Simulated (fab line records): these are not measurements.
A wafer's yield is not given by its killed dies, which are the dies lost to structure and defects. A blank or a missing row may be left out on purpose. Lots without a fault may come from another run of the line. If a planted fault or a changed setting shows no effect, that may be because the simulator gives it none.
Which tool is to blame? -- flow nand_harc -- 14 lots (42 wafers sampled), 1 step of a 1302-step route

== WHAT THE GAUGES READ, wafer by wafer ==
NHARC_A_CHANNEL_HOLE_D2_INSPECT_40.
lot,measured,on,raw_defect_count
L546,day 14 08:24,defect_inspect-01,213 201 186
L547,day 15 00:17,defect_inspect-02,409 381 287
L548,day 15 01:06,defect_inspect-01,209 227 282
L550,day 15 17:47,defect_inspect-02,307 178 197
L549,day 15 18:02,defect_inspect-01,273 493 360
L552,day 17 08:50,defect_inspect-02,247 235 336
L553,day 17 15:45,defect_inspect-02,345 287 288
L554,day 17 17:13,defect_inspect-01,352 387 269
L557,day 19 03:02,defect_inspect-01,303 254 271
L562,day 21 03:52,defect_inspect-02,263 314 338
L564,day 21 17:37,defect_inspect-01,253 194 379
L565,day 22 09:19,defect_inspect-01,262 264 242
L566,day 22 13:29,defect_inspect-01,285 328 344
L567,day 23 08:34,defect_inspect-02,369 585 388

== EACH LOT AND THE TOOL THAT RAN IT (in order: tool; ch and the chambers of the sampled wafers; start) ==
Record: no process step prior to these readings.

== AS READ BY THE TOOLS THEMSELVES (means over the sampled wafers that have a number; for cases with no such wafer, the mark the record gives instead) ==
The record holds no such reading with a usual standard deviation.

== THE ANSWER, worked out from the rows above alone ==
Rule: usual is defined by the lots themselves. Put in order of their means at a reading, lots are off if they are a third of the lots or fewer, leave a main group of 4 or more, and stand apart from it by a gap of 3 or more times the standard deviation of the main group's means; of several such gaps the widest counts. If all means in a main group match to the digits the tables above print for the reading, that group is not used. A lot without any number at a reading at which 4 lots or more have one is off too. Any other lot the step has rows for is counted as sound. First the gauges in route order, then the tools' own readings, where a lot's mean is used as printed above. At the first step where some lot is off, the reading lying furthest off is the one used; lots without a number count as furthest.
Nothing can be told from this: no lot is off at any reading shown.

== WHAT THE SIMULATOR PUT IN ==
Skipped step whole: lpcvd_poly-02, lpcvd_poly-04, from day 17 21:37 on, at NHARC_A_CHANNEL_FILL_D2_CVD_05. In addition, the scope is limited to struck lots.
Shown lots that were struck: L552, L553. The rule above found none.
